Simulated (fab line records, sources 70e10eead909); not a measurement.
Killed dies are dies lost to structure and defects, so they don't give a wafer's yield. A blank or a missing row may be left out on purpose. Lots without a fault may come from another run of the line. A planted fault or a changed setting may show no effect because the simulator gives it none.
Which tool did it? | flow nand_harc | 12 lots, 36 wafers sampled, at 5 steps of a route of 1302

WHAT THE GAUGES READ, wafer by wafer
NHARC_END_SORT_01.
lot  | measured     | on        | killed_at_array | killed_at_other | killed_at_periphery | killed_dies | killed_open | killed_short
L959 | day 25 18:08 | prober-01 | 673 672 674     | 0 0 0           | 4 5 3               | 677 677 677 | 2 6 8       | 2 0 3
L960 | day 26 01:53 | prober-02 | 675 676 673     | 0 0 0           | 2 1 4               | 677 677 677 | 5 1 5       | 3 2 2

WHICH TOOL RAN EACH LOT (tool, then ch and the chambers of the sampled wafers, then the start)
lot  | NHARC_A_WL_FILL_ALD_00           | NHARC_A_WL_FILL_STRIP_27             | NHARC_A_WL_FILL_ALD_10           | NHARC_A_WL_FILL_ALD_19
L955 | ald_hk-03 ch 0,1,2, day 20 09:02 | plasma_asher-02 ch 0,1, day 20 10:44 | ald_hk-04 ch 1,3, day 20 15:59   | ald_metal-01 ch 0,1,3, day 21 02:11
L956 | ald_hk-02 ch 1,2,3, day 21 01:41 | plasma_asher-02 ch 0,1, day 21 03:32 | ald_hk-04 ch 0,1,3, day 21 11:05 | ald_metal-01 ch 1,2,3, day 21 20:52
L957 | ald_hk-04 ch 0,2,3, day 21 08:11 | plasma_asher-02 ch 0,1, day 21 09:51 | ald_hk-02 ch 0,1,3, day 21 21:14 | ald_metal-02 ch 0,3, day 22 07:28
L959 | ald_hk-03 ch 1,3, day 21 20:47   | plasma_asher-01 ch 0,1, day 21 22:46 | ald_hk-02 ch 0,1, day 22 03:20   | ald_metal-01 ch 0,1, day 22 13:40
L960 | ald_hk-04 ch 0,1,3, day 21 20:49 | plasma_asher-01 ch 0,1, day 21 22:25 | ald_hk-04 ch 1,2, day 22 03:20   | ald_metal-03 ch 0,2, day 22 13:41
L972 | ald_hk-02 ch 0,1,2, day 26 20:43 | plasma_asher-01 ch 0,1, day 26 22:35 | ald_hk-02 ch 1,2,3, day 27 05:22 | ald_metal-03 ch 0,2,3, day 27 15:05
L971 | ald_hk-04 ch 1,3, day 27 04:13   | plasma_asher-01 ch 0, day 27 05:55   | ald_hk-03 ch 0,1,3, day 27 10:47 | ald_metal-01 ch 0,1,2, day 27 21:05
L974 | ald_hk-04 ch 1,3, day 28 02:37   | plasma_asher-02 ch 0,1, day 28 04:17 | ald_hk-03 ch 0,1, day 28 10:49   | ald_metal-02 ch 0,1,2, day 28 21:04
L976 | ald_hk-02 ch 0,2,3, day 28 02:37 | plasma_asher-01 ch 0,1, day 28 04:22 | ald_hk-04 ch 0,1,3, day 28 10:37 | ald_metal-03 ch 0,2,3, day 28 20:59
L975 | ald_hk-02 ch 0,1, day 29 01:39   | plasma_asher-01 ch 0,1, day 29 03:22 | ald_hk-04 ch 1,2,3, day 29 09:20 | ald_metal-01 ch 0,1,2, day 29 18:48
L977 | ald_hk-02 ch 1,2,3, day 30 04:19 | plasma_asher-02 ch 0,1, day 30 06:04 | ald_hk-04 ch 0,1, day 30 11:11   | ald_metal-02 ch 0,1, day 30 21:25
L978 | ald_hk-02 ch 2,3, day 30 07:58   | plasma_asher-01 ch 0, day 30 09:38   | ald_hk-03 ch 0,2,3, day 30 15:00 | ald_metal-03 ch 1,3, day 31 01:14
- NHARC_A_WL_FILL_ALD_00: deposits Al2O3, target thk 3 nm, pulse time 3 s, ald cycles 30.
- NHARC_A_WL_FILL_STRIP_27: strips in N2/H2, time 20 s.
- NHARC_A_WL_FILL_ALD_10: deposits SiO2, target thk 50 nm, pulse time 10 s, ald cycles 500.
- NHARC_A_WL_FILL_ALD_19: deposits TiN, target thk 2 nm, pulse time 3 s, ald cycles 100.

WHAT THE TOOLS THEMSELVES READ (means of the sampled wafers that have a number; where no wafer has one, the mark that the record gives instead)
NHARC_A_WL_FILL_ALD_00.
lot  | tool      | heater_power_outer_w (W) | heater_power_w (W) | precursor_pulse_height_rel
L955 | ald_hk-03 | 261                      | 469                | 0.986
L956 | ald_hk-02 | 279                      | 500                | 0.981
L957 | ald_hk-04 | 283                      | 504                | 0.993
L959 | ald_hk-03 | 259                      | 457                | 0.998
L960 | ald_hk-04 | 285                      | 482                | 0.986
L972 | ald_hk-02 | 295                      | 506                | 0.993
L971 | ald_hk-04 | 275                      | 474                | 0.990
L974 | ald_hk-04 | 285                      | 497                | 0.995
L976 | ald_hk-02 | 278                      | 463                | 1.008
L975 | ald_hk-02 | 319                      | 518                | 1.016
L977 | ald_hk-02 | 286                      | 509                | 0.981
L978 | ald_hk-02 | 264                      | 468                | 0.970

NHARC_A_WL_FILL_STRIP_27.
lot  | tool            | drypump_motor_current_A (A) | heater_power_w (W) | temp_c (C)
L955 | plasma_asher-02 | 5.1                         | 343                | 250.02
L956 | plasma_asher-02 | 5.1                         | 341                | 250.01
L957 | plasma_asher-02 | 5.5                         | 348                | 250.08
L959 | plasma_asher-01 | 5.9                         | 323                | 250.18
L960 | plasma_asher-01 | 5.9                         | 328                | 249.84
L972 | plasma_asher-01 | 5.8                         | 323                | 249.84
L971 | plasma_asher-01 | 6.0                         | 306                | 250.06
L974 | plasma_asher-02 | 5.4                         | 338                | 249.93
L976 | plasma_asher-01 | 5.8                         | 323                | 250.02
L975 | plasma_asher-01 | 5.8                         | 325                | 250.05
L977 | plasma_asher-02 | 5.4                         | 340                | 249.96
L978 | plasma_asher-01 | 5.9                         | 300                | 250.02

NHARC_A_WL_FILL_ALD_10.
lot  | tool      | heater_power_outer_w (W) | heater_power_w (W) | precursor_pulse_height_rel
L955 | ald_hk-04 | 259                      | 460                | 1.006
L956 | ald_hk-04 | 283                      | 486                | 0.982
L957 | ald_hk-02 | 305                      | 512                | 0.998
L959 | ald_hk-02 | 319                      | 545                | 0.996
L960 | ald_hk-04 | 286                      | 548                | 1.007
L972 | ald_hk-02 | 285                      | 509                | 0.981
L971 | ald_hk-03 | 271                      | 487                | 1.016
L974 | ald_hk-03 | 247                      | 447                | 0.986
L976 | ald_hk-04 | 288                      | 489                | 0.999
L975 | ald_hk-04 | 283                      | 511                | 1.009
L977 | ald_hk-04 | 303                      | 501                | 1.014
L978 | ald_hk-03 | 288                      | 520                | 1.003

NHARC_A_WL_FILL_ALD_19.
lot  | tool         | heater_power_outer_w (W) | heater_power_w (W) | precursor_pulse_height_rel
L955 | ald_metal-01 | 641                      | 1028               | 1.003
L956 | ald_metal-01 | 661                      | 1075               | 0.991
L957 | ald_metal-02 | 701                      | 1078               | 1.010
L959 | ald_metal-01 | -                        | -                  | -
L960 | ald_metal-03 | -                        | -                  | -
L972 | ald_metal-03 | 751                      | 1182               | 1.006
L971 | ald_metal-01 | 734                      | 1072               | 0.982
L974 | ald_metal-02 | 658                      | 1018               | 0.980
L976 | ald_metal-03 | 738                      | 1183               | 0.996
L975 | ald_metal-01 | 737                      | 1094               | 1.013
L977 | ald_metal-02 | 653                      | 1014               | 0.995
L978 | ald_metal-03 | 695                      | 1108               | 1.008

THE ANSWER, worked out from the rows above alone
Rule: what is usual is taken from the lots themselves. Put in order of their means at a reading, lots are off if they are a third of the lots or fewer, leave a main group of 4 or more, and stand apart from it by a gap of 3 or more times the standard deviation of the main group's means; of several such gaps the widest counts. A main group whose means are all the same, to the digits that the tables above print for the reading, isn't used. A lot without any number at a reading at which 4 lots or more have one is off too. The other lots that the step has rows for count as sound. The gauges are gone through in route order, then the tools' own readings, and for those a lot's mean is taken as printed above. The first step at which some lot is off is used, and at that step the reading that is off furthest; a lot without a number counts as furthest.
Off: L959, L960, at NHARC_A_WL_FILL_ALD_19 (heater_power_outer_w). Without a number there: L959, L960. The main group: mean 697 W, standard deviation 39.
A tool fits if, at that step or a process step before it, it ran every lot that is off, and no sound lot after the first of them. None of those tried fits.

WHAT THE SIMULATOR HAD PUT IN
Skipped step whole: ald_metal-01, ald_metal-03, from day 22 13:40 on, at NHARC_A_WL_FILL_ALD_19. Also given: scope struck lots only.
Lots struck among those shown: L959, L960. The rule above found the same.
